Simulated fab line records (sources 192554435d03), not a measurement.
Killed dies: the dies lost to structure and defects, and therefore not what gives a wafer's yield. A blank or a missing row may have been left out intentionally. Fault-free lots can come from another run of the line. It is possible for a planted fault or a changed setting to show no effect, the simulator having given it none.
Which tool was responsible? / flow n5_finfet / 12 lots, 36 wafers sampled, at 1 step of a route of 1938

## WHAT EACH GAUGE READ, for each wafer
N5_BEOL_M12_INSPECT_55: inspects for defects (darkfield).
lot=L075; measured=day 11 22:10; on=defect_inspect-02; raw_defect_count=86 81 75
lot=L077; measured=day 12 15:11; on=defect_inspect-01; raw_defect_count=82 86 73
lot=L081; measured=day 12 22:20; on=defect_inspect-01; raw_defect_count=44 52 67
lot=L080; measured=day 13 17:14; on=defect_inspect-02; raw_defect_count=37 44 36
lot=L084; measured=day 13 18:22; on=defect_inspect-02; raw_defect_count=87 80 117
lot=L086; measured=day 14 04:50; on=defect_inspect-01; raw_defect_count=67 83 63
lot=L090; measured=day 14 21:33; on=defect_inspect-01; raw_defect_count=118 76 78
lot=L088; measured=day 15 09:02; on=defect_inspect-02; raw_defect_count=54 41 66
lot=L092; measured=day 15 20:49; on=defect_inspect-01; raw_defect_count=110 71 70
lot=L093; measured=day 16 06:50; on=defect_inspect-02; raw_defect_count=39 42 48
lot=L095; measured=day 17 01:23; on=defect_inspect-01; raw_defect_count=42 42 46
lot=L097; measured=day 17 11:29; on=defect_inspect-02; raw_defect_count=61 53 27

## EACH LOT AND THE TOOL THAT RAN IT (in order: tool; ch and the chambers of the sampled wafers; start)
Before these readings, the record contains no process step.

## THE ANSWER, worked out from the rows above alone
Rule: what is usual is taken from the lots themselves. The widest of any qualifying gaps counts: lots, ordered by their means at a reading, are off when they make up no more than a third of the lots, leave a main group of 4 or more, and stand apart from it by 3 or more times the standard deviation of that group's means. Not used: any main group whose means are identical at the precision the tables above print for the reading. Also off: a lot with no number at a reading for which 4 or more lots have one. All remaining lots with rows at the step are treated as sound.
Nothing can be told from this: no lot is off at any reading shown.

## WHAT THE SIMULATOR HAD PUT IN
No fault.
